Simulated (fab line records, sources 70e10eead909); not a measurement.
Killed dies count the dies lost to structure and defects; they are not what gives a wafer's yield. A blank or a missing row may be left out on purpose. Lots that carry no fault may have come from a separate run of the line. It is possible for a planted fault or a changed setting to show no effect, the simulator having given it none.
Which tool was responsible? -- flow nand-harc -- 72 wafers from 24 lots sampled at 3 of the route's 1302 steps

== WHAT THE GAUGES READ, wafer by wafer ==
NHARC_P_STI_CD_MEAS_16.
lot,measured,on,cd-nm (nm)
L074,day 2 19:37,cd-sem-03,198.6 197.2 200.4
L075,day 3 08:51,cd-sem-03,198.6 200.5 202.9
L076,day 3 14:56,cd-sem-03,199.3 199.7 199.1
L077,day 4 02:17,cd-sem-01,199.6 200.2 194.7
L078,day 4 12:31,cd-sem-02,198.1 196.7 199.1
L079,day 4 21:44,cd-sem-02,197.7 195.9 194.4
L080,day 5 06:56,cd-sem-01,194.0 195.4 199.5
L081,day 5 17:55,cd-sem-02,197.9 196.4 194.5
L082,day 6 04:38,cd-sem-03,198.6 201.1 198.1
L083,day 6 14:04,cd-sem-02,198.9 195.3 198.2
L084,day 6 23:23,cd-sem-02,204.4 201.1 202.5
L085,day 7 08:54,cd-sem-01,198.1 200.0 198.1
L086,day 7 19:25,cd-sem-03,196.7 200.3 196.2
L087,day 8 05:31,cd-sem-02,199.3 201.4 202.1
L088,day 8 15:22,cd-sem-03,197.7 197.4 196.4
L089,day 9 01:07,cd-sem-01,200.6 203.0 199.9
L090,day 9 10:56,cd-sem-03,201.9 200.2 204.5
L091,day 9 21:22,cd-sem-03,200.0 197.5 197.6
L092,day 10 07:50,cd-sem-02,199.2 201.8 201.7
L093,day 10 17:41,cd-sem-03,201.5 198.3 198.1
L094,day 11 04:23,cd-sem-01,200.8 194.7 197.4
L095,day 11 13:17,cd-sem-02,197.6 199.2 200.6
L096,day 11 23:37,cd-sem-03,202.0 200.7 201.2
L097,day 12 09:02,cd-sem-02,202.7 198.8 201.8

NHARC_P_GATE_CD_MEAS_46 targets a cd of 720 nm.
lot,measured,on,cd-nm (nm)
L074,day 5 09:36,cd-sem-03,721.3 719.0 718.9
L075,day 5 23:12,cd-sem-01,720.2 719.1 722.6
L076,day 6 04:26,cd-sem-02,725.0 720.4 723.7
L077,day 6 14:22,cd-sem-02,718.6 719.4 717.7
L078,day 9 18:01,cd-sem-02,719.8 718.0 718.6
L079,day 10 05:56,cd-sem-01,722.3 724.7 721.2
L080,day 10 00:13,cd-sem-02,724.9 721.8 725.7
L081,day 9 17:12,cd-sem-03,725.2 722.9 722.1
L082,day 9 16:40,cd-sem-01,720.9 718.5 720.4
L083,day 9 23:33,cd-sem-01,720.3 718.7 721.1
L084,day 10 00:38,cd-sem-03,724.0 722.4 721.1
L085,day 10 08:53,cd-sem-03,718.6 720.7 720.1
L086,day 10 12:29,cd-sem-03,727.4 725.8 723.1
L087,day 11 10:20,cd-sem-01,723.5 722.6 725.8
L088,day 11 11:37,cd-sem-01,725.4 724.7 723.4
L089,day 11 14:50,cd-sem-02,721.7 721.4 725.3
L090,day 12 03:43,cd-sem-02,720.2 719.7 721.8
L091,day 12 10:31,cd-sem-03,721.9 723.7 720.1
L092,day 13 04:56,cd-sem-01,718.1 716.9 716.3
L093,day 13 06:39,cd-sem-03,718.6 718.9 719.5
L094,day 13 18:06,cd-sem-01,723.2 727.5 725.7
L095,day 14 14:10,cd-sem-03,719.7 719.4 719.9
L096,day 14 20:20,cd-sem-02,721.6 722.8 722.9
L097,day 15 01:39,cd-sem-02,717.2 717.1 718.3

== EACH LOT AND THE TOOL THAT RAN IT (in order: tool; ch and the chambers of the sampled wafers; start) ==
lot,NHARC_P_ZERO_WELL_DESCUM_13
L074,"rie-diel-06 ch 1,3, day 1 21:24"
L075,"rie-diel-06 ch 1,2,3, day 2 07:25"
L076,"rie-diel-10 ch 0,1, day 2 17:25"
L077,"rie-diel-06 ch 2,3, day 3 03:28"
L078,"rie-diel-06 ch 0,2,3, day 3 13:17"
L079,"rie-diel-06 ch 1,2,3, day 3 23:26"
L080,"rie-diel-10 ch 0,2,3, day 4 09:25"
L081,"rie-diel-06 ch 1,3, day 4 19:29"
L082,"rie-diel-06 ch 1,3, day 5 05:25"
L083,"rie-diel-06 ch 0,1,2, day 5 15:25"
L084,"rie-diel-10 ch 0,1,3, day 6 01:24"
L085,"rie-diel-01 ch 1,2,3, day 6 11:26"
L086,"rie-diel-01 ch 1,2,3, day 6 21:29"
L087,"rie-diel-01 ch 0,1,3, day 7 07:24"
L088,"rie-diel-10 ch 0,1,3, day 7 17:17"
L089,"rie-diel-06 ch 1,2, day 8 03:25"
L090,"rie-diel-06 ch 1,2, day 8 13:25"
L091,"rie-diel-06 ch 2,3, day 8 23:16"
L092,"rie-diel-06 ch 2,3, day 9 09:26"
L093,"rie-diel-10 ch 0,1,3, day 9 19:25"
L094,"rie-diel-01 ch 0,2,3, day 10 05:35"
L095,"rie-diel-10 ch 1,3, day 10 15:17"
L096,"rie-diel-10 ch 0,1,3, day 11 01:17"
L097,"rie-diel-06 ch 1,3, day 11 11:29"
- NHARC_P_ZERO_WELL_DESCUM_13: chemistry O2, time 3 s.

== WHAT THE TOOLS THEMSELVES READ (means of the sampled wafers that have a number; where no wafer has one, the mark that the record gives instead) ==
NHARC_P_ZERO_WELL_DESCUM_13.
lot,tool,drypump-motor-current-A (A),oes-product-au (a.u.),rf-vpp-V (V),showerhead-plenum-p-Torr (Torr),throttle-valve-pct (%)
L074,rie-diel-06,5.7,0.995,57.3,1.93,11.310
L075,rie-diel-06,5.8,0.999,58.0,1.91,11.312
L076,rie-diel-10,5.6,1.009,57.9,1.85,11.306
L077,rie-diel-06,5.6,0.993,57.5,1.89,11.319
L078,rie-diel-06,6.0,0.990,57.3,1.88,11.316
L079,rie-diel-06,5.8,0.996,57.0,1.90,11.306
L080,rie-diel-10,5.2,1.002,58.7,1.94,11.307
L081,rie-diel-06,5.9,0.992,57.5,1.94,11.303
L082,rie-diel-06,5.9,0.990,57.8,1.94,11.312
L083,rie-diel-06,6.3,0.997,58.0,1.89,11.311
L084,rie-diel-10,5.5,1.000,57.9,1.92,11.301
L085,rie-diel-01,5.8,1.001,57.6,1.89,11.298
L086,rie-diel-01,5.8,0.998,57.2,1.89,11.308
L087,rie-diel-01,6.4,1.003,57.3,1.92,11.307
L088,rie-diel-10,5.5,1.002,58.7,1.92,11.310
L089,rie-diel-06,6.0,1.004,57.4,1.91,11.310
L090,rie-diel-06,6.0,1.000,57.9,1.86,11.304
L091,rie-diel-06,5.7,0.997,57.6,1.85,11.313
L092,rie-diel-06,5.6,0.999,58.4,1.87,11.305
L093,rie-diel-10,5.5,1.004,58.5,1.91,11.309
L094,rie-diel-01,5.9,1.012,57.0,1.94,11.315
L095,rie-diel-10,5.5,0.999,57.4,1.96,11.316
L096,rie-diel-10,5.5,1.010,56.8,1.91,11.308
L097,rie-diel-06,5.7,0.998,57.4,1.91,11.307

== THE ANSWER, worked out from the rows above alone ==
Rule: usual is defined by the lots themselves. The widest of any qualifying gaps counts: lots, ordered by their means at a reading, are off when they make up no more than a third of the lots, leave a main group of 4 or more, and stand apart from it by 3 or more times the standard deviation of that group's means. The tables above print the reading to a certain number of digits; a main group whose means all agree to those digits is not used. Also off: a lot with no number at a reading for which 4 or more lots have one. All remaining lots with rows at the step are treated as sound. First the gauges in route order, then the tools' own readings, where a lot's mean is used as printed above. The first step at which some lot is off is used, and at that step the reading that is off furthest; a lot without a number counts as furthest.
Across all readings shown, no lot is off: no conclusion can be drawn from this.

== WHAT WAS PUT IN BY THE SIMULATOR ==
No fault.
